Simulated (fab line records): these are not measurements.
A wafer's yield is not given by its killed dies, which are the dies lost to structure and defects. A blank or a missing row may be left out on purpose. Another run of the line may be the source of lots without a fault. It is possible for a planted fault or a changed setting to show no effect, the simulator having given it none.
A lot that was struck, set against a sound lot	flow n5 finfet	15 out of 1938 route steps
Sound: the wafers L435.1, L435.2, L435.4. Struck: wafer L447.4 (left out: L447.1, L447.2 of the same lot, which were not struck); the cause appears at the end.
Each step with rows lists, per side, the tool, then ch with its chambers, then its first start. Under that, the readings that differ: sound wafers	struck wafers	difference of the means	sigmas: that difference in standard deviations of wafers without a fault.
alike: same words and numbers on both sides, and readings whose means sit less than 2 such deviations apart. not compared: any withheld reading, any reading some wafer has no value for, any bound like >300 that may hide the same value, and any number with overlapping values for which the record gives no deviation.
A row with sigmas, a row that says differs or no value, or rows on one side alone: a step with any of these is where the two part. Non-overlapping numbers with no deviation appear without sigmas and do not part them. Lack of a reading on every wafer of one side parts them only where that side has two or more wafers.

first, 6 steps without rows for these wafers: N5_BEOL_M3_COAT_05 (resist thk 30 nm); N5_BEOL_M3_EBR_07; N5_BEOL_M3_SOFTBAKE_06 (time 60 s); N5_BEOL_M3_EXPOSE_08 (exposes mask M3); N5_BEOL_M3_PEB_09 (peb time 60 s); N5_BEOL_M3_DEVELOP_10 (develop time 30 s).
N5_BEOL_M3_CD_MEAS_11: the cd target is 17.05 nm.
  sound on cd sem-02 ch 0, day 9 12:15; struck on cd sem-01 ch 0, day 12 12:08
  alike: cd nm
N5_BEOL_M3_OVL_MEAS_12:
  sound on overlay-02 ch 0, day 9 12:17; struck on overlay-01 ch 0, day 12 12:10
  alike: M3_OVL
N5_BEOL_M3_INSPECT_13: inspects for defects (brightfield).
  sound: defect inspect-02 at day 9 12:20; struck: defect inspect-02 at day 12 12:13
  alike: raw defect count
N5_BEOL_M3_DESCUM_16: chemistry O2, time 7 s.
  sound on rie diel-04 ch 0,1,2, day 9 12:23; struck on rie diel-02 ch 3, day 12 12:15
  alike: drypump motor current A, oes product au, rf vpp V, showerhead plenum p Torr, throttle valve pct
  not compared: rf hours counter h
N5_BEOL_M3_ETCH_74: etches underlayer in N2/H2, target depth 6.5 nm, time 5.2 s.
  sound on rie diel-04 ch 0,1,2, day 9 12:25; struck on rie diel-02 ch 3, day 12 12:17
reading	sound	struck	difference	sigmas
rf vpp V (V)	529 527 524	520	-7	-2
  alike: bias w, drypump motor current A, etch rf on time s, oes product au, showerhead plenum p Torr, throttle valve pct
  not compared: rf hours counter h
N5_BEOL_M3_ETCH_63: etches SiARC in CF4, target depth 15.6 nm, time 26 s.
  sound on rie diel-04 ch 0,1,2, day 9 12:26; struck on rie diel-02 ch 3, day 12 12:18
reading	sound	struck	difference	sigmas
rf vpp V (V)	186.4 185.1 184.4	182.6	-2.7	-2
  alike: bias w, drypump motor current A, etch rf on time s, oes product au, showerhead plenum p Torr, throttle valve pct
  not compared: rf hours counter h
N5_BEOL_M3_ETCH_64: etches SOC in N2/H2, target depth 75 nm, overetch 15 nm, time 112.5 s.
  sound on rie diel-04 ch 0,1,2, day 9 12:28; struck on rie diel-02 ch 3, day 12 12:20
reading	sound	struck	difference	sigmas
bias w (W)	148.9 149.8 150.6	131.7	-18.1	-41
rf vpp V (V)	527 527 523	482	-44	-14
model.SiARC_of_BEOL_M3_COAT_62.thk nm (nm)	6.8 6.6 7	7.4	+0.6	
  alike: drypump motor current A, oes product au, showerhead plenum p Torr, throttle valve pct
  not compared: rf hours counter h
then, 1 step without rows for these wafers: N5_BEOL_M3_STRIP_65 (strips in N2/H2).
N5_BEOL_M4_RC_MEAS_101:
  sound on prober-01 ch 0, day 10 08:58; struck on prober-02 ch 0, day 13 22:56
reading	sound	struck	difference	sigmas
ION_P (uA/um)	460 471 470	447	-20	-2
VT_P (mV)	-250 -248 -245	-258	-10	-3
  alike: DIBL_N, DIBL_P, IOFF_N, IOFF_P, ION_N, SS_N, SS_P, VT_N

== WHERE THEY PART ==
First at N5_BEOL_M3_ETCH_74; last, within this record, at N5_BEOL_M4_RC_MEAS_101.

WHY: the cause the simulator had injected
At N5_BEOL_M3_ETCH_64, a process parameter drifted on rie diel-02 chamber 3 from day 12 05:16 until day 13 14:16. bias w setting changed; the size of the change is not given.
